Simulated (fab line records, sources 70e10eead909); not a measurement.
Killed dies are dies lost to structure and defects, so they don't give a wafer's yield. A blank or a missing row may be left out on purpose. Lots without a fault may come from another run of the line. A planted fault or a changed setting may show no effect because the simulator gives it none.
Which tool did it? | flow nand_harc | 13 lots, 39 wafers sampled, at 5 steps of a route of 1159

WHAT THE GAUGES READ, wafer by wafer
NHARC_P_BONDPAD_THK_MEAS_33: measures by ellipsometry. Usual: thk_nm 200.8 nm, standard deviation 1.9.
lot  | measured     | on            | thk_nm (nm)       | flag
L859 | day 6 09:04  | film_metro-02 | 201.5 200.2 203.3 |
L861 | day 6 18:39  | film_metro-01 | 203.1 201.6 203.6 |
L862 | day 7 10:13  | film_metro-02 | 204.0 203.3 205.8 |
L864 | day 7 16:50  | film_metro-02 | 200.0 198.0 197.9 |
L865 | day 8 00:00  | film_metro-01 | 201.5 198.3 199.6 |
L867 | day 8 04:57  | film_metro-01 | 204.2 202.5 200.0 |
L866 | day 8 12:35  | film_metro-02 | 204.7 200.8 205.2 |
L871 | day 9 12:56  | film_metro-01 | 199.3 200.6 202.0 |
L875 | day 10 12:38 | film_metro-02 | 199.4 202.6 201.3 |
L876 | day 10 18:35 | film_metro-01 | 200.8 203.2 201.8 |
L879 | day 11 02:19 | film_metro-01 | 200.8 199.9 200.5 |
L881 | day 11 19:46 | film_metro-02 | 198.6 197.5 203.2 |
L882 | day 12 03:56 | film_metro-01 | 200.5 199.2 201.7 |

NHARC_A_ONON_D1_THK_MEAS_02: measures by ellipsometry. Usual: thk_nm 999 nm, standard deviation 9.7.
lot  | measured     | on            | thk_nm (nm)    | flag
L859 | day 7 14:48  | film_metro-01 | 997 996 998    |
L861 | day 7 20:08  | film_metro-02 | 992 991 991    |
L862 | day 8 13:16  | film_metro-01 | 1004 1002 1004 |
L864 | day 8 20:41  | film_metro-01 | 975 976 975    |
L865 | day 9 09:40  | film_metro-02 | 583 586 585    | OFF
L867 | day 9 09:40  | film_metro-01 | 981 980 981    |
L866 | day 9 19:20  | film_metro-02 | 996 995 995    |
L871 | day 10 16:00 | film_metro-02 | 607 608 605    | OFF
L875 | day 11 16:17 | film_metro-02 | 988 988 987    |
L876 | day 12 00:20 | film_metro-02 | 995 995 994    |
L879 | day 12 07:06 | film_metro-02 | 1008 1006 1008 |
L881 | day 12 22:58 | film_metro-02 | 1001 1002 1001 |
L882 | day 13 05:10 | film_metro-01 | 1003 1005 1002 |

NHARC_END_SORT_01. Usual: killed_at_array 27, standard deviation 12; killed_at_other 0.9, standard deviation 1.1; killed_at_periphery 3.2, standard deviation 2.4; killed_dies 31, standard deviation 12; killed_open 3.3, standard deviation 1.7; killed_short 2.0, standard deviation 1.6.
lot  | measured     | on        | killed_at_array | killed_at_other | killed_at_periphery | killed_dies | killed_open | killed_short | flag
L865 | day 24 11:29 | prober-02 | 670 671 666     | 0 2 1           | 7 4 10              | 677 677 677 | 3 4 4       | 2 1 1        | OFF
L871 | day 25 11:40 | prober-02 | 672 674 672     | 0 0 2           | 5 3 3               | 677 677 677 | 6 5 5       | 2 0 2        | OFF

WHICH TOOL RAN EACH LOT (tool, then ch and the chambers of the sampled wafers, then the start)
lot  | NHARC_A_ZERO_WELL_DESCUM_12        | NHARC_A_ONON_D1_DEP_00
L859 | rie_diel-08 ch 1,2, day 6 14:03    | pecvd_onon-02 ch 0, day 7 14:17
L861 | rie_diel-10 ch 1,2, day 6 23:38    | pecvd_onon-04 ch 0, day 7 19:37
L862 | rie_diel-08 ch 1,2,3, day 7 15:04  | pecvd_onon-02 ch 0, day 8 12:52
L864 | rie_diel-08 ch 1,2,3, day 7 21:40  | pecvd_onon-02 ch 0, day 8 20:14
L865 | rie_diel-08 ch 2,3, day 8 04:47    | pecvd_onon-02 ch 0, day 9 09:10
L867 | rie_diel-08 ch 1,2,3, day 8 09:38  | pecvd_onon-04 ch 0, day 9 09:16
L866 | rie_diel-01 ch 0,1,2, day 8 17:16  | pecvd_onon-04 ch 0, day 9 18:59
L871 | rie_diel-10 ch 0,2,3, day 9 18:05  | pecvd_onon-02 ch 0, day 10 15:32
L875 | rie_diel-08 ch 0,3, day 10 17:32   | pecvd_onon-04 ch 0, day 11 15:46
L876 | rie_diel-01 ch 0,1,2, day 11 02:19 | pecvd_onon-01 ch 0, day 11 23:56
L879 | rie_diel-08 ch 0,2, day 11 07:31   | pecvd_onon-04 ch 0, day 12 06:36
L881 | rie_diel-01 ch 2,3, day 12 00:28   | pecvd_onon-04 ch 0, day 12 22:34
L882 | rie_diel-08 ch 2,3, day 12 08:30   | pecvd_onon-01 ch 0, day 13 04:40
- NHARC_A_ZERO_WELL_DESCUM_12: chemistry O2, time 3 s.
- NHARC_A_ONON_D1_DEP_00: target thk 1000 nm.

WHAT THE TOOLS THEMSELVES READ (means of the sampled wafers that have a number; where no wafer has one, the mark that the record gives instead)
NHARC_A_ZERO_WELL_DESCUM_12. Usual: drypump_motor_current_A 5.7 A, standard deviation 0.34; oes_product_au 0.996 a.u., standard deviation 0.012; rf_vpp_V 57.8 V, standard deviation 0.83; showerhead_plenum_p_Torr 1.89 Torr, standard deviation 0.092; throttle_valve_pct 11.311 %, standard deviation 0.0091.
lot  | tool        | drypump_motor_current_A (A) | oes_product_au (a.u.) | rf_vpp_V (V) | showerhead_plenum_p_Torr (Torr) | throttle_valve_pct (%) | flag
L859 | rie_diel-08 | 5.9                         | 0.990                 | 58.8         | 2.00                            | 11.314                 |
L861 | rie_diel-10 | 5.8                         | 0.995                 | 58.0         | 1.87                            | 11.313                 |
L862 | rie_diel-08 | 5.7                         | 0.990                 | 57.4         | 1.91                            | 11.314                 |
L864 | rie_diel-08 | 5.7                         | 0.995                 | 58.4         | 1.91                            | 11.306                 |
L865 | rie_diel-08 | 5.6                         | 0.988                 | 56.8         | 1.83                            | 11.311                 |
L867 | rie_diel-08 | 5.7                         | 1.001                 | 58.4         | 1.91                            | 11.308                 |
L866 | rie_diel-01 | 5.3                         | 0.995                 | 57.1         | 1.94                            | 11.310                 |
L871 | rie_diel-10 | 5.9                         | 1.010                 | 58.1         | 1.90                            | 11.307                 |
L875 | rie_diel-08 | 5.7                         | 0.997                 | 57.9         | 1.82                            | 11.310                 |
L876 | rie_diel-01 | 5.3                         | 1.002                 | 58.0         | 1.93                            | 11.309                 |
L879 | rie_diel-08 | 6.0                         | 1.008                 | 57.8         | 1.88                            | 11.298                 |
L881 | rie_diel-01 | 5.7                         | 0.997                 | 57.8         | 1.98                            | 11.304                 |
L882 | rie_diel-08 | 5.6                         | 0.990                 | 57.3         | 1.82                            | 11.318                 |

NHARC_A_ONON_D1_DEP_00. Usual: n2o_flow_sccm 1998 sccm, standard deviation 6.3; sih4_flow_sccm 209.9 sccm, standard deviation 0.68.
lot  | tool          | n2o_flow_sccm (sccm) | sih4_flow_sccm (sccm) | flag
L859 | pecvd_onon-02 | 2000                 | 210.9                 |
L861 | pecvd_onon-04 | 1996                 | 208.9                 |
L862 | pecvd_onon-02 | 2001                 | 210.0                 |
L864 | pecvd_onon-02 | 1997                 | 209.8                 |
L865 | pecvd_onon-02 | 1991                 | 210.1                 |
L867 | pecvd_onon-04 | 1999                 | 210.2                 |
L866 | pecvd_onon-04 | 2004                 | 209.4                 |
L871 | pecvd_onon-02 | 2001                 | 210.6                 |
L875 | pecvd_onon-04 | 2009                 | 210.0                 |
L876 | pecvd_onon-01 | 1998                 | 209.0                 |
L879 | pecvd_onon-04 | 1992                 | 210.1                 |
L881 | pecvd_onon-04 | 1989                 | 210.1                 |
L882 | pecvd_onon-01 | 1995                 | 210.0                 |

THE ANSWER, worked out from the rows above alone
Rule: a lot is off if the mean of its wafers that have a number lies more than 3 standard deviations from the usual mean. A lot without any number at a reading at which 4 lots or more have one is off too. The other lots that the step has rows for count as sound. The gauges are gone through in route order, then the tools' own readings, and for those a lot's mean is taken as printed above. The first step at which some lot is off is used, and at that step the reading that is off furthest; a lot without a number counts as furthest.
Off: L865, L871, at NHARC_A_ONON_D1_THK_MEAS_02 (thk_nm).
A tool fits if, at a process step before that reading, it ran every lot that is off, and no sound lot after the first of them. The gauges at NHARC_A_ONON_D1_THK_MEAS_02 aren't tried: what is off there is off at NHARC_END_SORT_01 too, on other tools, and a gauge's error can't cause that. One fits: pecvd_onon-02 at NHARC_A_ONON_D1_DEP_00. Its last sound lot is L864 (day 8 20:14), its first lot that is off L865 (day 9 09:10): a fault that began between those two fits.

WHAT THE SIMULATOR HAD PUT IN
Process parameter drift: pecvd_onon-02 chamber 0, from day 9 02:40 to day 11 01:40, at NHARC_A_ONON_D1_DEP_00. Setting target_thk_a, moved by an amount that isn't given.
Lots struck among those shown: L865, L871. The rule above found the same.
